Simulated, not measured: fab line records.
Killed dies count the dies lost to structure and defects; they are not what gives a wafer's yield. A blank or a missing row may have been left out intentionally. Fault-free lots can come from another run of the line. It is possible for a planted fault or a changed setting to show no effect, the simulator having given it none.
Chamber matching || flow nand_harc || 4 sister chambers for NHARC_A_STAIRCASE_ETCH_292 on rie_diel-02
The step etches the open film in CF4/CHF3. 8 wafers are shown with their chamber, then 7 later ones without.

## WAFERS PAIRED WITH THEIR CHAMBERS
{"wafer": "L615.1", "chamber": 3, "drypump_motor_current_A (A)": 5.7, "showerhead_plenum_p_Torr (Torr)": 1.59}
{"wafer": "L615.6", "chamber": 1, "drypump_motor_current_A (A)": 6.0, "showerhead_plenum_p_Torr (Torr)": 1.56}
{"wafer": "L616.6", "chamber": 1, "drypump_motor_current_A (A)": 6.1, "showerhead_plenum_p_Torr (Torr)": 1.56}
{"wafer": "L620.6", "chamber": 0, "drypump_motor_current_A (A)": 5.1, "showerhead_plenum_p_Torr (Torr)": 1.46}
{"wafer": "L625.5", "chamber": 2, "drypump_motor_current_A (A)": 5.8, "showerhead_plenum_p_Torr (Torr)": 1.48}
{"wafer": "L625.6", "chamber": 3, "drypump_motor_current_A (A)": 5.6, "showerhead_plenum_p_Torr (Torr)": 1.59}
{"wafer": "L633.1", "chamber": 0, "drypump_motor_current_A (A)": 5.1, "showerhead_plenum_p_Torr (Torr)": 1.70}
{"wafer": "L633.4", "chamber": 2, "drypump_motor_current_A (A)": 5.9, "showerhead_plenum_p_Torr (Torr)": 1.48}

## WAFERS WITHOUT THEIR CHAMBER
{"wafer": "L633.5", "drypump_motor_current_A (A)": 5.1, "showerhead_plenum_p_Torr (Torr)": 1.70}
{"wafer": "L635.1", "drypump_motor_current_A (A)": 6.0, "showerhead_plenum_p_Torr (Torr)": 1.55}
{"wafer": "L635.2", "drypump_motor_current_A (A)": 5.1, "showerhead_plenum_p_Torr (Torr)": 1.70}
{"wafer": "L635.3", "drypump_motor_current_A (A)": 5.8, "showerhead_plenum_p_Torr (Torr)": 1.48}
{"wafer": "L638.1", "drypump_motor_current_A (A)": 6.0, "showerhead_plenum_p_Torr (Torr)": 1.54}
{"wafer": "L638.5", "drypump_motor_current_A (A)": 6.0, "showerhead_plenum_p_Torr (Torr)": 1.54}
{"wafer": "L638.6", "drypump_motor_current_A (A)": 5.1, "showerhead_plenum_p_Torr (Torr)": 1.69}

## THE CHAMBER EACH PASSED THROUGH
{"wafer": "L633.5", "from the rows above": 0, "in truth": 0}
{"wafer": "L635.1", "from the rows above": "can't be placed: 1 or 2", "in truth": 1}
{"wafer": "L635.2", "from the rows above": 0, "in truth": 0}
{"wafer": "L635.3", "from the rows above": "can't be placed: 2 or 3", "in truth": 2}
{"wafer": "L638.1", "from the rows above": "can't be placed: 1 or 2", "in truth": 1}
{"wafer": "L638.5", "from the rows above": "can't be placed: 1 or 2", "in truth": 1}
{"wafer": "L638.6", "from the rows above": 0, "in truth": 0}
Placed correctly: 3 of 7. From these rows, 4 cannot be placed; in 4 the true chamber is one of the candidates. Wrongly placed: 0.
How it was worked out, from the rows above alone: a wafer's distance from a chamber is the root of the sum, over the readings, of the square of ((its reading less the chamber's mean) divided by the reading's scatter). The wafer belongs to the nearest chamber; if the next one is less than 2 further off, it can't be placed. Each chamber's mean is taken over the wafers shown for it. How the scatter is found: for the shown wafers, subtract from each reading the mean of its chamber, square and add these, divide the total by (wafers less chambers), then take the root.
